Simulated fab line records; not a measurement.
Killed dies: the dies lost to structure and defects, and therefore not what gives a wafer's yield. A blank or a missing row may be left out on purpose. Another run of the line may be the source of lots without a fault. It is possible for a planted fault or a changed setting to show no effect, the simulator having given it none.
Comparing a struck lot with a sound one ; flow n5Finfet ; 27 steps out of a route of 1938
Sound: the wafers L131.1, L131.4, L131.5. Struck: wafer L121.5. (L121.2, L121.4 of the same lot were not struck and are left out.) The cause comes at the end.
For every step that has rows: the tool of each side, followed by ch and its chambers, followed by its first start. Under that, the readings that differ: sound wafers ; struck wafers ; difference of the means ; sigmas: that difference in standard deviations of wafers without a fault.
alike: readings with means less than 2 such deviations apart, plus words and numbers identical on both sides. not compared: withheld readings, readings lacking a value on some wafer, bounds such as >300 that could conceal the same value, and numbers that have no deviation in the record and whose values overlap.
The two part at a step that has a row with sigmas, a row that says differs or no value, or rows on one side only. Numbers that don't overlap but have no deviation are shown without sigmas and don't part them. Lack of a reading on every wafer of one side parts them only where that side has two or more wafers.

N5_STI_FIN_REVEAL_ALD_14: deposits Si3N4, target thk 3 nm.
  sound on aldSin-03 ch 2,3, day 6 09:38; struck on aldSin-02 ch 3, day 3 22:56
  alike: heaterPowerOuterW, heaterPowerW
  not compared: sinceWetCleanH
then, 2 steps without rows for these wafers: N5_STI_FIN_REVEAL_FCVD_FILL_01 (material SiO2 flowable, target thk 312 nm, time 512.2 s); N5_STI_FIN_REVEAL_DENSIFY_02 (time 1800 s).
N5_STI_FIN_REVEAL_CMP_04: polishes, stops on Si3N4, t overpolish 4 s, target thk 131.83 nm.
  sound on cmp-04 ch 1,2, day 6 14:43; struck on cmp-03 ch 0, day 4 04:01
  alike: edgeZonePressureFrac, motorCurrentA, overpolishRunS, timeToEndpointS
N5_STI_FIN_REVEAL_THK_MEAS_05:
  sound on filmMetro-01 at day 6 14:58; struck on filmMetro-02 at day 4 04:16
  alike: thkNm
N5_STI_FIN_REVEAL_DENSIFY_30:
  sound on rtpAnneal-01 ch 0, day 6 14:59; struck on rtpAnneal-02 ch 0, day 4 04:20
  alike: lampPowerPct
  not compared: wafer_temp_C_max
N5_STI_FIN_REVEAL_ETCHBACK_08: etches SiO2 in C4F6/O2, target depth 30.5 nm, time 10.167 s.
  sound on rieDiel-03 ch 0,1,2, day 6 15:12; struck on rieDiel-03 ch 1, day 4 04:32
  alike: C4F6_flow_sccm, drypumpMotorCurrentA, oesProductAu, rfFwdPowerW, rfVppV, showerheadPlenumPTorr, throttleValvePct
  not compared: rfHoursCounterH
N5_STI_FIN_REVEAL_STRIP_24: strips in N2/H2, time 90 s.
  sound on rieDiel-03 ch 0,1,2, day 6 15:14; struck on rieDiel-03 ch 1, day 4 04:34
  alike: drypumpMotorCurrentA, oesProductAu, rfVppV, showerheadPlenumPTorr, throttleValvePct
  not compared: rfHoursCounterH
then, 4 steps without rows for these wafers: N5_STI_FIN_REVEAL_PRECLEAN_25 (cleans in SPM, time 90 s); N5_STI_FIN_REVEAL_PRECLEAN_26 (cleans in SC1, time 45 s); N5_STI_FIN_REVEAL_PRECLEAN_29 (cleans in DHF, time 30 s); N5_STI_FIN_REVEAL_SRD_12 (time 30 s).
N5_STI_FIN_REVEAL_RECESS_09: chemistry HF/NH3, target SiO2, afs cycles 11, target depth 42.5 nm, sublimation time 60 s.
  sound on vaporEtch-02 ch 0,1, day 6 15:28; struck on vaporEtch-01 ch 1, day 4 04:47
  alike: drypumpMotorCurrentA
then, 10 steps without rows for these wafers: N5_STI_FIN_REVEAL_STRIP_16 (strips SiNx in H3PO4, target depth 23.8 nm); N5_STI_FIN_REVEAL_PRECLEAN_17 (cleans in NF3:NH3, afs cycles 1, time 20 s, sublimation time 60 s); N5_STI_FIN_REVEAL_ETCH_34 (etches Si in H2, material Si, target depth 0.97 nm); N5_STI_FIN_REVEAL_OXIDATION_31 (chemistry O2 PLASMA REMOTE, time 20 s); N5_STI_FIN_REVEAL_PRECLEAN_32 (cleans in NF3:NH3, afs cycles 1, time 20 s, sublimation time 60 s); N5_STI_FIN_REVEAL_STRIP_35 (strips Si3N4 in H3PO4, target depth 4 nm, time 39 s); N5_STI_FIN_REVEAL_SRD_21 (time 30 s); N5_STI_FIN_REVEAL_OXIDATION_33 (chemistry O2 PLASMA REMOTE, time 20 s); N5_STI_FIN_REVEAL_CLEAN_19 (cleans in O3/DIW, time 120 s); N5_STI_FIN_REVEAL_SRD_23 (time 30 s).
N5_STI_FIN_REVEAL_CD_MEAS_22: target cd 6.238 nm, pitch 28 nm.
  sound on cdSem-03 at day 6 18:08; struck on cdSem-03 at day 4 07:31
reading;sound;struck;difference;sigmas
cdNm (nm);6.58 6.38 6.00;5.75;-0.57;-2
N5_STI_FIN_REVEAL_FIN_H_MEAS_10:
  sound on ocd-02 at day 6 18:10; struck on ocd-01 at day 4 07:32
reading;sound;struck;difference;sigmas
trenchDepthNm (nm);53.0 51.4 53.0;56.0;+3.5;+6
then, 2 steps without rows for these wafers: N5_STI_FIN_REVEAL_PRECLEAN_18 (cleans in SC2, time 45 s); N5_PASSIVATION_PROBE_49.

== WHERE THEY PART ==
At N5_STI_FIN_REVEAL_CD_MEAS_22 first; at N5_STI_FIN_REVEAL_FIN_H_MEAS_10 last (within this record only).

WHY: what the simulator had put in
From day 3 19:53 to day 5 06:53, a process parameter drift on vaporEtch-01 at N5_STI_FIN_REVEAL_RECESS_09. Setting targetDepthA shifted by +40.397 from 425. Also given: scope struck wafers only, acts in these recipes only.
